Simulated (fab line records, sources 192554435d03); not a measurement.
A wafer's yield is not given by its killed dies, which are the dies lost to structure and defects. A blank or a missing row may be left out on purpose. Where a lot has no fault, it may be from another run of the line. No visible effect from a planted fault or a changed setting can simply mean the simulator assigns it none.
Matching of chambers || flow n5Finfet || 4 sister chambers for N5_MOL_CONTACT_COAG_ALD_27 on aldSin-02
The step deposits SiOC, target thk 17 nm, pulse time 1.5 s, time 2720 s. 16 wafers are shown with their chamber, then 8 later ones without.

WAFERS WITH THEIR CHAMBER
{"wafer": "L075.3", "chamber": 0, "heaterPowerW (W)": 1017, "precursorPulseHeightRel": 0.998}
{"wafer": "L075.5", "chamber": 2, "heaterPowerW (W)": 869, "precursorPulseHeightRel": 0.994}
{"wafer": "L075.6", "chamber": 3, "heaterPowerW (W)": 646, "precursorPulseHeightRel": 1.053}
{"wafer": "L077.1", "chamber": 0, "heaterPowerW (W)": 1001, "precursorPulseHeightRel": 0.973}
{"wafer": "L077.5", "chamber": 1, "heaterPowerW (W)": 754, "precursorPulseHeightRel": 1.021}
{"wafer": "L077.6", "chamber": 2, "heaterPowerW (W)": 842, "precursorPulseHeightRel": 0.997}
{"wafer": "L081.1", "chamber": 3, "heaterPowerW (W)": 646, "precursorPulseHeightRel": 0.978}
{"wafer": "L081.2", "chamber": 2, "heaterPowerW (W)": 853, "precursorPulseHeightRel": 1.039}
{"wafer": "L081.5", "chamber": 3, "heaterPowerW (W)": 665, "precursorPulseHeightRel": 0.960}
{"wafer": "L084.1", "chamber": 3, "heaterPowerW (W)": 652, "precursorPulseHeightRel": 1.008}
{"wafer": "L084.4", "chamber": 2, "heaterPowerW (W)": 856, "precursorPulseHeightRel": 0.983}
{"wafer": "L084.5", "chamber": 2, "heaterPowerW (W)": 869, "precursorPulseHeightRel": 1.003}
{"wafer": "L087.3", "chamber": 0, "heaterPowerW (W)": 1008, "precursorPulseHeightRel": 1.012}
{"wafer": "L087.5", "chamber": 3, "heaterPowerW (W)": 665, "precursorPulseHeightRel": 0.999}
{"wafer": "L087.6", "chamber": 0, "heaterPowerW (W)": 1006, "precursorPulseHeightRel": 1.001}
{"wafer": "L088.1", "chamber": 2, "heaterPowerW (W)": 848, "precursorPulseHeightRel": 1.015}

SIGNATURES (means of the wafers above)
{"reading": "heaterPowerW", "chamber 0": 1008.00, "chamber 1": 754.00, "chamber 2": 856.17, "chamber 3": 654.80, "scatter within a chamber": 9.62}
{"reading": "precursorPulseHeightRel", "chamber 0": 0.99600, "chamber 1": 1.02100, "chamber 2": 1.00517, "chamber 3": 0.99960, "scatter within a chamber": 0.0253}
Rule: distance of a wafer from a chamber = root of the sum over the readings of ((wafer's reading minus chamber's mean) / reading's scatter) squared. The wafer belongs to the nearest chamber; if the next one is less than 2 further off, it can't be placed. How the scatter is found: for the shown wafers, subtract from each reading the mean of its chamber, square and add these, divide the total by (wafers less chambers), then take the root.

WAFERS WITH NO CHAMBER GIVEN
{"wafer": "L088.2", "heaterPowerW (W)": 998, "precursorPulseHeightRel": 1.011}
{"wafer": "L088.3", "heaterPowerW (W)": 763, "precursorPulseHeightRel": 1.009}
{"wafer": "L092.1", "heaterPowerW (W)": 770, "precursorPulseHeightRel": 1.024}
{"wafer": "L092.4", "heaterPowerW (W)": 659, "precursorPulseHeightRel": 0.994}
{"wafer": "L092.5", "heaterPowerW (W)": 863, "precursorPulseHeightRel": 1.025}
{"wafer": "L096.1", "heaterPowerW (W)": 651, "precursorPulseHeightRel": 1.005}
{"wafer": "L096.3", "heaterPowerW (W)": 1004, "precursorPulseHeightRel": 1.007}
{"wafer": "L096.5", "heaterPowerW (W)": 654, "precursorPulseHeightRel": 1.001}

CHAMBER TAKEN BY EACH
{"wafer": "L088.2", "from the rows above": 0, "in truth": 0}
{"wafer": "L088.3", "from the rows above": 1, "in truth": 1}
{"wafer": "L092.1", "from the rows above": 1, "in truth": 1}
{"wafer": "L092.4", "from the rows above": 3, "in truth": 3}
{"wafer": "L092.5", "from the rows above": 2, "in truth": 2}
{"wafer": "L096.1", "from the rows above": 3, "in truth": 3}
{"wafer": "L096.3", "from the rows above": 0, "in truth": 0}
{"wafer": "L096.5", "from the rows above": 3, "in truth": 3}
Placed correctly: 8 of 8. Left unplaced by these rows: 0. Placed wrongly: 0.
